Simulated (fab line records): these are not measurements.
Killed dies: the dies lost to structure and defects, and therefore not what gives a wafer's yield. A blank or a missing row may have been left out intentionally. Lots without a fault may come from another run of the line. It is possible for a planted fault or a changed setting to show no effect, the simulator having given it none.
Which of the tools did it? / flow nand_harc / 21 wafers from 7 lots sampled at 4 of the route's 1302 steps

WHAT THE GAUGES READ, wafer by wafer
NHARC_END_SORT_01.
lot=L948; measured=day 28 23:19; on=prober-01; killed_open=3 5 4
lot=L951; measured=day 30 16:30; on=prober-01; killed_open=3 1 9
lot=L954; measured=day 32 02:38; on=prober-01; killed_open=4
lot=L958; measured=day 33 08:45; on=prober-02; killed_open=2 2 5

WHAT TOOL EACH LOT RAN ON (gives the tool, then ch and the chambers of the sampled wafers, and finally the start)
lot=L939; NHARC_A_SGD_CUT_DEP_00=pecvd-01 ch 0,1, day 20 02:47; NHARC_A_SGD_CUT_CMP_21=cmp-04 ch 1,2,3, day 20 11:07; NHARC_A_SLIT_DEP_25=pecvd-01 ch 0,1, day 20 11:58
lot=L940; NHARC_A_SGD_CUT_DEP_00=pecvd-02 ch 0,1,2, day 20 06:56; NHARC_A_SGD_CUT_CMP_21=cmp-01 ch 0,2,3, day 20 10:56; NHARC_A_SLIT_DEP_25=pecvd-04 ch 0,1,2, day 20 11:44
lot=L948; NHARC_A_SGD_CUT_DEP_00=pecvd-02 ch 0,1,2, day 23 15:19; NHARC_A_SGD_CUT_CMP_21=cmp-01 ch 1,2,3, day 23 22:09; NHARC_A_SLIT_DEP_25=-
lot=L951; NHARC_A_SGD_CUT_DEP_00=pecvd-01 ch 0,1,2, day 25 04:35; NHARC_A_SGD_CUT_CMP_21=cmp-03 ch 0,2, day 25 08:43; NHARC_A_SLIT_DEP_25=pecvd-02 ch 0,1,2, day 25 09:39
lot=L954; NHARC_A_SGD_CUT_DEP_00=pecvd-01 ch 1,2, day 26 19:44; NHARC_A_SGD_CUT_CMP_21=cmp-03 ch 1,2, day 27 02:50; NHARC_A_SLIT_DEP_25=pecvd-01 ch 1,2, day 27 03:40
lot=L958; NHARC_A_SGD_CUT_DEP_00=pecvd-01 ch 1,2, day 27 15:35; NHARC_A_SGD_CUT_CMP_21=cmp-03 ch 0,1,2, day 27 22:16; NHARC_A_SLIT_DEP_25=pecvd-04 ch 1,2, day 27 23:06
lot=L961; NHARC_A_SGD_CUT_DEP_00=pecvd-02 ch 0,1,2, day 28 15:57; NHARC_A_SGD_CUT_CMP_21=cmp-01 ch 2,3, day 28 21:37; NHARC_A_SLIT_DEP_25=pecvd-01 ch 0,2, day 28 22:37
- NHARC_A_SGD_CUT_DEP_00: deposits SiNx, target thk 50 nm.
- NHARC_A_SGD_CUT_CMP_21: polishes, target thk 148.19 nm.
- NHARC_A_SLIT_DEP_25: deposits SiO2, target thk 200 nm.

THE ANSWER, worked out from the rows above alone
Rule: the lots themselves supply what counts as usual. Put in order of their means at a reading, lots are off if they are a third of the lots or fewer, leave a main group of 4 or more, and stand apart from it by a gap of 3 or more times the standard deviation of the main group's means; of several such gaps the widest counts. Not used: any main group whose means are identical at the precision the tables above print for the reading. A lot without any number at a reading at which 4 lots or more have one is off too. The other lots that the step has rows for count as sound.
Nothing can be told from this: no lot is off at any reading shown.

WHAT HAD BEEN PUT IN BY THE SIMULATOR
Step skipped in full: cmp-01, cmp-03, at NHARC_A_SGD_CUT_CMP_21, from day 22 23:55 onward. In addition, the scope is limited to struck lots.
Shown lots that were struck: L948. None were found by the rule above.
